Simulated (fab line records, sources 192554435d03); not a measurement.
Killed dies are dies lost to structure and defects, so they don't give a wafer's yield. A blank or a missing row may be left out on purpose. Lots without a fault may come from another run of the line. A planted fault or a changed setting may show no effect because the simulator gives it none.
Problem report in the 8D (eight disciplines) form, filled by code | flow n5_finfet | the parts of the form that need people (team, actions taken, sign-off) are left out

1. THE PROBLEM
spin_speed_rpm at N5_BEOL_M15_COAT_60 reads a mean of 1442.2 rpm on 9 wafers of 3 lots; wafers without a fault read 1500.1 rpm with a standard deviation of 0.96. That is -60 standard deviations from the usual mean.
The step: time 60 s, resist thk 89 nm.
First seen on wafer L116.2, day 15 19:36, on litho_track-01. The record holds 33 wafers of 13 lots with a number at this step. Rule for "out", or "out of limits": more than 4 standard deviations from the usual mean. The other wafers with a number count as sound.

2. WHAT IT IS AND WHAT IT IS NOT
question                    | is                     | is not
which readings at this step | spin_speed_rpm         | -
which lots                  | L116, L118, L119       | L101, L103, L104, L106, L109, L110, L112, L113, L114, L998
which wafers of those lots  | all that have a number | -
read on which tools         | litho_track-01         | litho_track-02, litho_track-03
when                        | from day 15 19:36      | up to then (24 sound wafers)

3. SUSPECTS, AND WHAT RULES EACH OUT
Counting: a tool at a process step up to the reading stays a suspect if it ran every lot that is out and no sound lot after the first of them.
- litho_track-01 at N5_BEOL_M15_COAT_60 (time 60 s, resist thk 89 nm): kept. It ran every lot that is out, first L116 (day 15 19:36), and no sound lot after that; its last sound lot up to then is L110 (day 14 12:41). Its own readings are out on those wafers: spin_speed_rpm.
Left after counting: litho_track-01 at N5_BEOL_M15_COAT_60.

4. THE CAUSE (what the simulator had put in)
Process parameter drift: litho_track-01, from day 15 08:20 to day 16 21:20, at N5_BEOL_M15_COAT_60. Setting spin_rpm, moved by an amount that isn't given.
Counting left only this tool.

5. THE CHAIN OF EFFECTS, in route order
Each row: a reading whose mean over the struck wafers that have a number lies more than 3 standard deviations from the usual. Only readings for which the record gives a usual standard deviation are gone through. hours: the time from each lot's start at the first step in this table that gives one to its start at this step, as a median over the lots. sigmas: the change in usual standard deviations.
hours | step                | reading        | usual      | on struck wafers | change | sigmas
0     | N5_BEOL_M15_COAT_60 | spin_speed_rpm | 1500.1 rpm | 1442.2           | -57.9  | -60
The process steps in it:
- N5_BEOL_M15_COAT_60: time 60 s, resist thk 89 nm.

6. WHAT WOULD HAVE CAUGHT IT SOONER
In this record the first reading out of limits was taken at day 15 19:36, 11 hours after the fault began at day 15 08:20.
